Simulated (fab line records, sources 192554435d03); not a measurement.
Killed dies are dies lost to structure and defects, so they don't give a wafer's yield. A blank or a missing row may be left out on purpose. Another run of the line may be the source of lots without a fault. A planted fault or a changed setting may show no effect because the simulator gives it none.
Chamber matching -- flow n5Finfet -- N5_BEOL_M9_CURE_71 on uvCure-01: 3 sister chambers
The step cures SiCOH lowk, time 240 s. 6 wafers are shown with their chamber, then 11 later ones without.

EACH WAFER AND ITS CHAMBER
wafer,chamber,wafer_temp_C_max,lampPowerPct (%)
L084.6,2,387.1,52.31
L087.4,1,386.7,52.28
L087.5,1,386.4,52.27
L090.4,0,387.5,52.30
L090.5,0,388.6,52.25
L089.1,2,387.1,52.32

WAFERS WHOSE CHAMBER IS MISSING
wafer,wafer_temp_C_max,lampPowerPct (%)
L089.2,386.9,52.21
L089.6,386.8,52.39
L094.1,386.4,52.26
L094.2,386.7,52.25
L094.4,386.2,52.27
L093.1,386.2,52.29
L093.2,386.7,52.31
L093.5,386.5,52.34
L095.1,387.2,52.28
L095.3,387.0,52.26
L095.6,386.6,52.21

WHICH CHAMBER EACH WENT THROUGH
wafer,from the rows above,in truth
L089.2,can't be placed: 1 or 0 or 2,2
L089.6,can't be placed: 2 or 1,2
L094.1,1,1
L094.2,can't be placed: 1 or 0 or 2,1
L094.4,1,1
L093.1,can't be placed: 1 or 2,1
L093.2,can't be placed: 2 or 1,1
L093.5,can't be placed: 2 or 1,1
L095.1,can't be placed: 1 or 2 or 0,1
L095.3,can't be placed: 1 or 0 or 2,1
L095.6,can't be placed: 1 or 0 or 2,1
2 of 11 placed correctly. From these rows, 9 cannot be placed; in 9 the true chamber is one of the candidates. Number placed wrongly: 0.
How it was worked out, from the rows above alone: a wafer's distance from a chamber is the root of the sum, over the readings, of the square of ((its reading less the chamber's mean) divided by the reading's scatter). The wafer belongs to the nearest chamber; if the next one is less than 2 further off, it can't be placed. For every chamber, the mean is computed from those of its wafers that are shown. The scatter: the root of (the sum of the squares of (reading less its chamber's mean) over the shown wafers, divided by (wafers less chambers)).
